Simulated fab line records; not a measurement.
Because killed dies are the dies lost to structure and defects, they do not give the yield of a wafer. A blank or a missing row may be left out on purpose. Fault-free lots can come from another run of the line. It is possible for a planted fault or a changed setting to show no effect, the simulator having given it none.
A lot that was struck, set against a sound lot :: flow n5_finfet :: 19 steps out of a route of 1938
Sound: wafers L245.1, L245.3, L245.5. Wafers struck: L255.1, L255.2, L255.5. The cause is given at the end.
Order at every step that has rows: each side's tool, ch and its chambers, its first start. Under that, the readings that differ: sound wafers :: struck wafers :: difference of the means :: sigmas: that difference in standard deviations of wafers without a fault.
alike: same words and numbers on both sides, and readings whose means sit less than 2 such deviations apart. not compared: any withheld reading, any reading some wafer has no value for, any bound like >300 that may hide the same value, and any number with overlapping values for which the record gives no deviation.
The two part at a step that has a row with sigmas, a row that says differs or no value, or rows on one side only. Numbers that don't overlap but have no deviation are shown without sigmas and don't part them. Lack of a reading on every wafer of one side parts them only where that side has two or more wafers.

first, 12 steps without rows for these wafers: N5_FIN_CUT_DESCUM_13 (chemistry O2, time 7 s); N5_FIN_CUT_ETCH_30 (etches underlayer in N2/H2, target depth 13 nm, time 10.4 s); N5_FIN_CUT_ETCH_20 (etches SiARC in CF4, target depth 26 nm, time 43.3 s); N5_FIN_CUT_ETCH_21 (etches SOC in N2/H2, target depth 219 nm, overetch 43.8 nm, time 523.5 s); N5_FIN_CUT_STRIP_23 (strips in N2/H2); N5_FIN_CUT_STRIP_31 (strips in N2/H2); N5_FIN_CUT_STRIP_24 (strips in CF4); N5_FIN_CUT_CUT_ETCH_26 (etches SiNx in CH3F/O2, target depth 39 nm, time 55.7 s); N5_FIN_CUT_CUT_ETCH_27 (etches SiO2 in CHF3/O2, target depth 4 nm, overetch 2 nm, time 4.9 s); N5_FIN_CUT_PRECLEAN_35 (cleans in vHF, time 13.3 s); N5_FIN_CUT_CUT_ETCH_15 (etches Si in HBr/Cl2/O2, target depth 100 nm, bt time 10 s, time 42.4 s); N5_FIN_CUT_CUT_ETCH_28 (etches Si in HBr/Cl2/O2, target depth 6 nm, time 2.4 s).
N5_FIN_CUT_STRIP_22: strips in N2/H2.
  sound on rie_diel-03 ch 0,1, day 3 23:26; struck on rie_diel-06 ch 0,1, day 6 09:25
  no value came back on the struck wafers for any of 7 readings (bias_power_w (W), chamber_pressure_mTorr (mTorr) and others); on the sound wafers bias_power_w (W) reads 8.024 7.962 7.947
reading: model.SOC_of_FIN_CUT_COAT_18.thk_nm (nm)
sound: 0 0 0
struck: 166.2 170.2 171.6
difference: +169.3
sigmas: 
  not compared: rf_hours_counter_h
then, 3 steps without rows for these wafers: N5_FIN_CUT_PRECLEAN_36 (cleans in O3/DIW, time 60 s); N5_FIN_CUT_SRD_32 (time 30 s); N5_FIN_CUT_UV_OZONE_34 (time 120 s).
N5_FIN_CUT_INSPECT_17: inspects for defects (brightfield).
  sound on defect_inspect-02 at day 3 23:36; struck on defect_inspect-01 at day 6 09:39
reading: raw_defect_count
sound: 208 246 170
struck: 2601 2716 2544
difference: +2412
sigmas: +40
N5_BEOL_M4_RC_MEAS_101:
  the record has rows for the sound wafers here (prober-01 ch 0, day 9 08:40) and none for the struck ones
-- here the record skips 10 days between the struck wafers' starts before and after, leaving off in module BEOL_M4 and picking up in module PASSIVATION (first step shown: number 1936 of the route) --
N5_PASSIVATION_PROBE_49:
  sound on prober-02 at day 13 15:38; struck on prober-01 at day 16 09:22
reading: killed_at_front_end
sound: 43 36 28
struck: 1096 1081 1088
difference: +1053
sigmas: +75

reading: killed_dies
sound: 115 114 88
struck: 1151 1158 1160
difference: +1051
sigmas: +55

reading: killed_on_rim
sound: 17 10 10
struck: 140 148 145
difference: +132
sigmas: +31
  alike: killed_at_M0_to_M3, killed_at_M4_up, killed_at_contacts, killed_at_other, killed_open, killed_short

WHERE THEY PART
At N5_FIN_CUT_STRIP_22 first; at N5_PASSIVATION_PROBE_49 last (within this record only).

WHY: what had been put in by the simulator
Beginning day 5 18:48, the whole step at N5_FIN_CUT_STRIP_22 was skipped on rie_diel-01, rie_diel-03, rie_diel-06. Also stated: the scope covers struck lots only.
